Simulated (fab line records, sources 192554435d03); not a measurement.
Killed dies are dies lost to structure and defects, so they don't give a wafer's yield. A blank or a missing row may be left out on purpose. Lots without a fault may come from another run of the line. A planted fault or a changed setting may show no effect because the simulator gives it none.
Chamber matching | flow n5_finfet | N5_FIN_CUT_CUT_ETCH_15 on rie_si-02: 4 sister chambers
The step etches Si in HBr/Cl2/O2, target depth 100 nm, bt time 10 s, time 42.4 s. 14 wafers are shown with their chamber, then 7 later ones without.

WAFERS WITH THEIR CHAMBER
wafer  | chamber | throttle_valve_pct (%) | drypump_motor_current_A (A) | oes_product_au (a.u.)
L100.3 | 0       | 36.93                  | 5.0                         | 1.009
L100.4 | 2       | 37.68                  | 6.7                         | 1.012
L100.5 | 3       | 37.36                  | 6.5                         | 0.963
L106.1 | 1       | 37.37                  | 5.7                         | 0.989
L106.3 | 0       | 36.94                  | 5.0                         | 1.006
L106.5 | 1       | 37.38                  | 5.7                         | 0.999
L107.1 | 1       | 37.35                  | 5.6                         | 0.994
L107.2 | 2       | 37.66                  | 6.7                         | 1.007
L107.5 | 1       | 37.36                  | 5.7                         | 1.002
L109.4 | 3       | 37.35                  | 6.5                         | 0.971
L109.5 | 0       | 36.94                  | 5.0                         | 1.016
L109.6 | 1       | 37.37                  | 5.7                         | 1.001
L119.1 | 3       | 37.35                  | 6.6                         | 0.974
L119.4 | 0       | 36.94                  | 4.9                         | 1.014

SIGNATURES (means of the wafers above)
reading                 | chamber 0 | chamber 1 | chamber 2 | chamber 3 | scatter within a chamber
throttle_valve_pct      | 36.9375   | 37.3660   | 37.6700   | 37.3533   | 0.00928
drypump_motor_current_A | 4.975     | 5.680     | 6.700     | 6.533     | 0.0471
oes_product_au          | 1.01125   | 0.99700   | 1.00950   | 0.96933   | 0.00508
Rule: a wafer's distance from a chamber is the root of the sum, over the readings, of the square of ((its reading less the chamber's mean) divided by the reading's scatter). The wafer belongs to the nearest chamber; if the next one is less than 2 further off, it can't be placed. The scatter: the root of (the sum of the squares of (reading less its chamber's mean) over the shown wafers, divided by (wafers less chambers)).

WAFERS WITHOUT THEIR CHAMBER
wafer  | throttle_valve_pct (%) | drypump_motor_current_A (A) | oes_product_au (a.u.)
L119.6 | 37.60                  | 6.7                         | 1.023
L120.1 | 36.94                  | 4.9                         | 1.009
L120.3 | 37.37                  | 5.7                         | 0.995
L120.4 | 37.59                  | 6.7                         | 1.009
L121.2 | 37.35                  | 6.6                         | 0.966
L121.3 | 37.36                  | 5.7                         | 0.999
L121.4 | 36.93                  | 4.9                         | 1.019

WHICH CHAMBER EACH WENT THROUGH
wafer  | from the rows above | in truth
L119.6 | 2                   | 2
L120.1 | 0                   | 0
L120.3 | 1                   | 1
L120.4 | 2                   | 2
L121.2 | 3                   | 3
L121.3 | 1                   | 1
L121.4 | 0                   | 0
Placed correctly: 7 of 7. Can't be placed from these rows: 0. Placed wrongly: 0.
